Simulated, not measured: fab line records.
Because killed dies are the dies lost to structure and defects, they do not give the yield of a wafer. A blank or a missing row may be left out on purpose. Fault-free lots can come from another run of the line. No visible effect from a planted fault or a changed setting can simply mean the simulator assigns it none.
One fault seen from 2 desks :: flow n5Finfet :: each desk has only its own numbers; what lay behind them comes last

FOR THE TOOL OWNER'S DESK: cmp-02
The tool's own readings at N5_GATE_CUT_CMP_02 (polishes, stops on SiO2, t overpolish 12.7 s, target thk 0 nm): means of the sampled wafers that have a number, for each lot that ran on this tool. A lot is out of limits, marked OUT, if its mean lies more than 4 standard deviations from the usual mean; the brackets give that distance.
Columns: A = motorCurrentA at N5_GATE_CUT_CMP_02, usual 9.4 A; B = overpolishRunS at N5_GATE_CUT_CMP_02, usual 12.700 s; C = timeToEndpointS at N5_GATE_CUT_CMP_02, usual 25.4 s
lot: L800
first seen here: day 4 13:24
A: 8.5
B: 12.699
C: 27.5

lot: L805
first seen here: day 6 04:20
A: 8.8
B: 12.698
C: 24.7

lot: L811
first seen here: day 7 06:14
A: 8.9
B: 12.696
C: 43.4 (+6.9) OUT

lot: L814
first seen here: day 8 01:14
A: 9.4
B: 12.696
C: 36.7 (+4.4) OUT

lot: L823
first seen here: day 10 13:00
A: 8.5
B: 12.689
C: 25.8
This desk finds L811, L814 out of limits, L811 being first, at day 7 06:14 (timeToEndpointS at N5_GATE_CUT_CMP_02). In limits: L800, L805, L823.

METROLOGY DESK
What the gauges read, lot by lot, whatever tool the lot ran on: means of the sampled wafers that have a number. A lot is out of limits, marked OUT, if its mean lies more than 4 standard deviations from the usual mean; the brackets give that distance. Of its 10 readings 7 are shown: those that lie furthest out on some lot.
Columns: A = DIBL_N at N5_BEOL_M4_RC_MEAS_101, usual 36.0 mV/V; B = DIBL_P at N5_BEOL_M4_RC_MEAS_101, usual 36.0 mV/V; C = IOFF_N at N5_BEOL_M4_RC_MEAS_101, usual 0.155 nA/um; D = IOFF_P at N5_BEOL_M4_RC_MEAS_101, usual 0.20 nA/um; E = ION_N at N5_BEOL_M4_RC_MEAS_101, usual 672 uA/um; F = SS_N at N5_BEOL_M4_RC_MEAS_101, usual 71.5 mV/dec; G = SS_P at N5_BEOL_M4_RC_MEAS_101, usual 73.2 mV/dec
lot: L800
first seen here: day 8 12:22
A: 34.9
B: 34.5
C: 0.130
D: 0.16
E: 665
F: 70.7
G: 72.5

lot: L803
first seen here: day 8 19:07
A: 39.1
B: 39.8
C: 0.208
D: 0.27
E: 694
F: 71.5
G: 73.7

lot: L805
first seen here: day 9 22:37
A: 40.5
B: 40.1
C: 0.216
D: 0.27
E: 680
F: 72.5
G: 74.4

lot: L811
first seen here: day 10 21:57
A: 36.0
B: 35.2
C: 0.151
D: 0.20
E: 671
F: 71.7
G: 72.8

lot: L809
first seen here: day 11 00:58
A: 35.4
B: 36.6
C: 0.148
D: 0.21
E: 675
F: 71.2
G: 73.8

lot: L814
first seen here: day 11 16:44
A: 34.0
B: 33.3
C: 0.133
D: 0.20
E: 666
F: 70.6
G: 73.2

lot: L823
first seen here: day 13 23:31
A: 37.1
B: 35.7
C: 0.166
D: 0.22
E: 669
F: 71.4
G: 73.5

lot: L821
first seen here: day 14 00:02
A: 33.6
B: 33.1
C: 0.129
D: 0.18
E: 668
F: 71.0
G: 72.4

lot: L822
first seen here: day 14 01:47
A: 33.5
B: 33.7
C: 0.129
D: 0.17
E: 672
F: 71.0
G: 72.8
This desk found nothing out of limits on any of the 9 lots.

BROUGHT TOGETHER
At day 7 06:14, on L811, L814, the tool owner's desk was in a position to raise an alarm.
The metrology desk saw nothing out of limits.
The metrology desk holds a record of L811, L814, inside its limits.
On cmp-02, each named lot ran N5_GATE_CUT_CMP_02.

WHAT THE SIMULATOR HAD INSERTED
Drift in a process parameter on cmp-02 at N5_GATE_CUT_CMP_02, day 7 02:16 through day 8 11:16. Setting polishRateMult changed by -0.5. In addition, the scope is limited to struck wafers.
Shown lots that were struck: L811, L814.
Each desk's first reading out of limits, in hours after the fault started: the tool owner's desk, 4.
